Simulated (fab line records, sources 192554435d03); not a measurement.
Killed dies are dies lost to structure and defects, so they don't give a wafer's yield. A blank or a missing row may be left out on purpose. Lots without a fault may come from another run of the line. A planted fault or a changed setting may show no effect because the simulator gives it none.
Split-lot experiment | flow n5_finfet | 7 lots, 21 wafers read, on a route of 1938 steps

THE SPLIT
At N5_WELL_APT_EXPOSE_05 (exposes mask NWELL, defocus 0 nm, target cd 200 nm), the setting dose_mj was moved away from the recipe's 20.3 on 11 of the 21 wafers read, by -6.4% to -2.5%. The other wafers ran this setting at the recipe's value.

FROM THE SPLIT TO THE READING: what the file shows between them, 3 steps
- N5_WELL_APT_PEB_06: peb time 90 s (also split here: peb_time_s)
- N5_WELL_APT_DEVELOP_07: develop time 45 s
- N5_WELL_APT_HARDBAKE_12: time 120 s

THE READING
cd_nm, in nm, at N5_WELL_APT_CD_MEAS_08 (target cd 200 nm). Fault-free wafers of this fab line usually give 200.8 nm, standard deviation 1.4 nm.

wafer  | tool, chamber at the split | dose_mj as run | against the recipe | cd_nm, nm | against lot-mates on the recipe
L081.1 | krf_scanner-02, 0          | 20.3           | recipe             | 203.1     | -
L081.3 | krf_scanner-02, 0          | 19.29          | -5.0%              | 195.2     | -7.9
L081.6 | krf_scanner-02, 0          | 19.29          | -5.0%              | 195.3     | -7.8
L082.1 | krf_scanner-02, 0          | 20.3           | recipe             | 202.5     | -
L082.4 | krf_scanner-02, 0          | 20.3           | recipe             | 200.2     | -
L082.5 | krf_scanner-02, 0          | 20.3           | recipe             | 200.7     | -
L084.3 | krf_scanner-01, 0          | 20.3           | recipe             | 207.5     | -
L084.4 | krf_scanner-01, 0          | 20.3           | recipe             | 202.5     | -
L084.6 | krf_scanner-01, 0          | 20.3           | recipe             | 207.0     | -
L085.1 | krf_scanner-01, 0          | 20.3           | recipe             | 201.0     | -
L085.3 | krf_scanner-01, 0          | 19.35          | -4.7%              | 191.3     | -9.7
L085.5 | krf_scanner-01, 0          | 19.35          | -4.7%              | 190.7     | -10.3
L088.4 | krf_scanner-01, 0          | 20.3           | recipe             | 194.4     | -
L088.5 | krf_scanner-01, 0          | 19.27          | -5.1%              | 186.4     | -8.0
L088.6 | krf_scanner-01, 0          | 19.27          | -5.1%              | 191.2     | -3.2
L096.1 | krf_scanner-02, 0          | 19.8           | -2.5%              | 195.6     | -1.3
L096.2 | krf_scanner-02, 0          | 19.8           | -2.5%              | 194.5     | -2.4
L096.4 | krf_scanner-02, 0          | 20.3           | recipe             | 196.9     | -
L097.1 | krf_scanner-01, 0          | 19.01          | -6.4%              | 189.3     | no lot-mate on the recipe
L097.4 | krf_scanner-01, 0          | 19.01          | -6.4%              | 190.5     | no lot-mate on the recipe
L097.5 | krf_scanner-01, 0          | 19.01          | -6.4%              | 189.3     | no lot-mate on the recipe

THE FIT
A straight line over all 21 wafers: cd_nm changes by +1.94 nm for each +1% of dose_mj; r = +0.85; the points scatter about the line by 3.3 nm.
The same after taking each lot's own level away (the mean of its wafers on the recipe; 18 wafers): +1.55 nm for each +1%; r = +0.88; scatter 2 nm.
On that fit, the largest move of dose_mj shifts the reading by 9.8 nm.
The lots' own levels span 194.40 to 205.67 nm, that is 8.0 times the standard deviation above.
So the lot-to-lot level changes the slope: the two fits differ.
Check: with one of the wafers moved furthest among these (-5.1%) left out of the fit, the line predicts -7.64 nm for it against its lot-mates. It came out at -8 nm against them.

OTHER SPLITS ON THESE WAFERS
These wafers also went through other splits before the reading. Each is held against what the fit with the lots' levels taken away leaves over:
other split on the same wafers | wafers away from the commonest value | r with cd_nm (lot level and that fit taken away)
N5_ZERO_LAYER_PECVD_02 time_s  | 8                                    | +0.25
N5_ZERO_LAYER_COAT_05 spin_rpm | 9                                    | +0.39
N5_WELL_APT_PEB_06 peb_time_s  | 8                                    | +0.32

THE WHOLE CHAIN: every reading that the file lists as answering this split, in the file's order
step                   | what it does             | reading                                                         | change (the file's fit)              | r (the file's)
N5_WELL_APT_CD_MEAS_08 | target cd 200 nm         | cd_nm                                                           | +1.51 nm for each +1% of the setting | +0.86
N5_WELL_APT_DESCUM_13  | chemistry O2, time 7.9 s | WELL_APT.cd_nm (the simulator's own value, which no gauge read) | +1.47 nm for each +1% of the setting | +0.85

THE FILE'S OWN FIT
cd_nm changes by +1.51 nm for each +1% of dose_mj, r = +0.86.
